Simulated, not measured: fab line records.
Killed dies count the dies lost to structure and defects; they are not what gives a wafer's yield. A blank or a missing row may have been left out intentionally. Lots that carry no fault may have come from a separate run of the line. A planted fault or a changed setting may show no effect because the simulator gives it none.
Split-lot trial + flow n5 finfet + on a route of 1938 steps: 7 lots, 21 wafers read

## THE SPLIT
At N5_BEOL_M13_COAT_04 (resist thk 400 nm), the setting spin rpm was moved away from the recipe's 1625 rpm on 11 of the 21 wafers read, by -9.5% to +8.3%. The other wafers ran this setting at the recipe's value.

## FROM THE SPLIT TO THE READING: what the file shows between them, 3 steps
- N5_BEOL_M13_EBR_06
- N5_BEOL_M13_SOFTBAKE_05: time 60 s
- N5_BEOL_M13_DESCUM_15: chemistry O2, time 7.9 s

## THE READING
coat_of_BEOL_M13_COAT_04.thk nm (the simulator's own value, which no gauge read), in nm, at N5_BEOL_M13_ETCH_59 (etches BARC in N2/H2, target depth 89 nm, overetch 26.7 nm, time 67.9 s). The file gives no usual value for it. The 10 wafers here that ran the recipe average 317.6 nm, standard deviation 2 nm.

| wafer  | tool, chamber at the split | spin rpm as run, rpm | against the recipe | coat_of_BEOL_M13_COAT_04.thk nm, nm | against lot-mates on the recipe |
|--------|----------------------------|----------------------|--------------------|-------------------------------------|---------------------------------|
| L077.4 | litho track-04, 0          | 1625                 | recipe             | 317.8                               | -                               |
| L077.5 | litho track-04, 0          | 1625                 | recipe             | 318.8                               | -                               |
| L077.6 | litho track-04, 0          | 1625                 | recipe             | 317.6                               | -                               |
| L076.3 | litho track-03, 0          | 1625                 | recipe             | 314.2                               | -                               |
| L076.4 | litho track-03, 0          | 1760                 | +8.3%              | 301.8                               | -13.8                           |
| L076.5 | litho track-03, 0          | 1625                 | recipe             | 317                                 | -                               |
| L083.1 | litho track-03, 0          | 1676                 | +3.1%              | 312.8                               | -7.0                            |
| L083.5 | litho track-03, 0          | 1625                 | recipe             | 319.8                               | -                               |
| L083.6 | litho track-03, 0          | 1676                 | +3.1%              | 312.2                               | -7.6                            |
| L085.1 | litho track-03, 0          | 1471                 | -9.5%              | 342.2                               | +23.4                           |
| L085.2 | litho track-03, 0          | 1471                 | -9.5%              | 339.4                               | +20.6                           |
| L085.4 | litho track-03, 0          | 1625                 | recipe             | 318.8                               | -                               |
| L088.1 | litho track-04, 0          | 1751                 | +7.8%              | 300                                 | no lot-mate on the recipe       |
| L088.2 | litho track-04, 0          | 1751                 | +7.8%              | 305.6                               | no lot-mate on the recipe       |
| L088.3 | litho track-04, 0          | 1751                 | +7.8%              | 304.2                               | no lot-mate on the recipe       |
| L090.1 | litho track-03, 0          | 1625                 | recipe             | 319                                 | -                               |
| L090.2 | litho track-03, 0          | 1625                 | recipe             | 313.8                               | -                               |
| L090.3 | litho track-03, 0          | 1562                 | -3.9%              | 328.6                               | +12.2                           |
| L092.1 | litho track-03, 0          | 1706                 | +5.0%              | 305.4                               | -14.0                           |
| L092.2 | litho track-03, 0          | 1706                 | +5.0%              | 304.2                               | -15.2                           |
| L092.6 | litho track-03, 0          | 1625                 | recipe             | 319.4                               | -                               |

FIT RESULTS
A straight line over all 21 wafers: coat_of_BEOL_M13_COAT_04.thk nm changes by -2.2 nm for each +1% of spin rpm; r = -0.98; the points scatter about the line by 2.3 nm.
The same after taking each lot's own level away (the mean of its wafers on the recipe; 18 wafers): -2.31 nm for each +1%; r = -0.98; scatter 2.3 nm.
On that fit, the largest move of spin rpm shifts the reading by 22 nm.
Measured against the standard deviation above, the lots' own levels, which go from 315.60 to 319.80 nm, span 2.1 times it.
Hence the lot-to-lot level has little effect on the slope; both slopes agree.
Check: with one of the wafers moved furthest among these (-9.5%) left out of the fit, the line predicts +21.4 nm for it against its lot-mates. Against them it came out at +23.4 nm.

## ADDITIONAL SPLITS CARRIED BY THESE WAFERS
Note: prior to the reading, these wafers also went through further splits. Each is held against what the fit with the lots' levels taken away leaves over:
| other split on the same wafers    | wafers away from the commonest value | r with coat_of_BEOL_M13_COAT_04.thk nm (lot level and that fit taken away) |
|-----------------------------------|--------------------------------------|----------------------------------------------------------------------------|
| N5_BEOL_M11_EXPOSE_25 dose mj     | 5                                    | +0.26                                                                      |
| N5_BEOL_M11_ETCH_66 time s        | 2                                    | -0.26                                                                      |
| N5_BEOL_M12_CMP_49 down force psi | 8                                    | -0.37                                                                      |

## THE WHOLE CHAIN: every reading that the file lists as answering this split, in the file's order
| step                 | what it does                                                            | reading                                                                          | change (the file's fit)              | r (the file's) |
|----------------------|-------------------------------------------------------------------------|----------------------------------------------------------------------------------|--------------------------------------|----------------|
| N5_BEOL_M13_COAT_04  | resist thk 400 nm                                                       | coat_of_BEOL_M13_COAT_04.thk nm (the simulator's own value, which no gauge read) | -2.12 nm for each +1% of the setting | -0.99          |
| N5_BEOL_M13_ETCH_59  | etches BARC in N2/H2, target depth 89 nm, overetch 26.7 nm, time 67.9 s | coat_of_BEOL_M13_COAT_04.thk nm (the simulator's own value, which no gauge read) | -2.23 nm for each +1% of the setting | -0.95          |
| N5_BEOL_M13_STRIP_63 | strips in N2/H2                                                         | strip time to endpoint s                                                         | withheld for each +1% of the setting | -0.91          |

## FILE'S OWN FIT
coat_of_BEOL_M13_COAT_04.thk nm changes by -2.23 nm for each +1% of spin rpm, r = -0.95.
